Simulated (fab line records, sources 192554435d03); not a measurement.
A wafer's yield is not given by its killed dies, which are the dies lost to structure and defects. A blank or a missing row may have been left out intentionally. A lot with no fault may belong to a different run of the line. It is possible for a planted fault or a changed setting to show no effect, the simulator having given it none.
Chamber matching	flow n5-finfet	rie-diel-03 running N5_BEOL_M1_STRIP_66: 4 sister chambers
The step strips in CF4. 16 wafers are shown with their chamber, then 8 later ones without.

## WAFERS PAIRED WITH THEIR CHAMBERS
wafer	chamber	drypump-motor-current-A (A)	showerhead-plenum-p-Torr (Torr)	throttle-valve-pct (%)
L074.1	0	5.7	1.85	13.64
L074.3	1	6.3	1.87	13.89
L074.5	0	5.7	1.85	13.65
L079.1	0	5.7	1.85	13.64
L079.2	3	5.8	1.71	13.63
L079.3	2	6.0	1.68	13.94
L081.1	1	6.2	1.87	13.94
L081.5	0	5.7	1.85	13.66
L081.6	1	6.3	1.87	13.94
L084.1	1	6.2	1.87	13.95
L084.3	0	5.7	1.85	13.67
L084.4	3	5.7	1.71	13.66
L086.1	2	6.0	1.89	13.42
L086.3	3	5.7	1.71	13.68
L086.5	3	5.7	1.71	13.67
L088.3	3	5.7	1.71	13.67

SIGNATURES, as means of the wafers listed above
reading	chamber 0	chamber 1	chamber 2	chamber 3	scatter within a chamber
drypump-motor-current-A	5.700	6.250	6.000	5.720	0.0387
showerhead-plenum-p-Torr	1.8500	1.8700	1.7850	1.7100	0.0429
throttle-valve-pct	13.6520	13.9300	13.6800	13.6620	0.108
Rule: a wafer's distance from a chamber is the root of the sum, over the readings, of the square of ((its reading less the chamber's mean) divided by the reading's scatter). The wafer belongs to the nearest chamber; if the next one is less than 2 further off, it can't be placed. The scatter: the root of (the sum of the squares of (reading less its chamber's mean) over the shown wafers, divided by (wafers less chambers)).

## WAFERS WITH NO CHAMBER GIVEN
wafer	drypump-motor-current-A (A)	showerhead-plenum-p-Torr (Torr)	throttle-valve-pct (%)
L088.5	5.7	1.84	13.70
L088.6	5.7	1.71	13.67
L089.1	6.0	1.89	13.42
L089.2	5.7	1.71	13.68
L089.5	6.0	1.89	13.40
L096.2	6.0	1.88	13.45
L096.3	5.7	1.84	13.73
L096.6	6.2	1.86	13.99

## CHAMBER TAKEN BY EACH
wafer	from the rows above	in truth
L088.5	0	0
L088.6	3	3
L089.1	2	2
L089.2	3	3
L089.5	2	2
L096.2	2	2
L096.3	0	0
L096.6	1	1
Placed correctly: 8 of 8. Left unplaced by these rows: 0. Placed wrongly: 0.
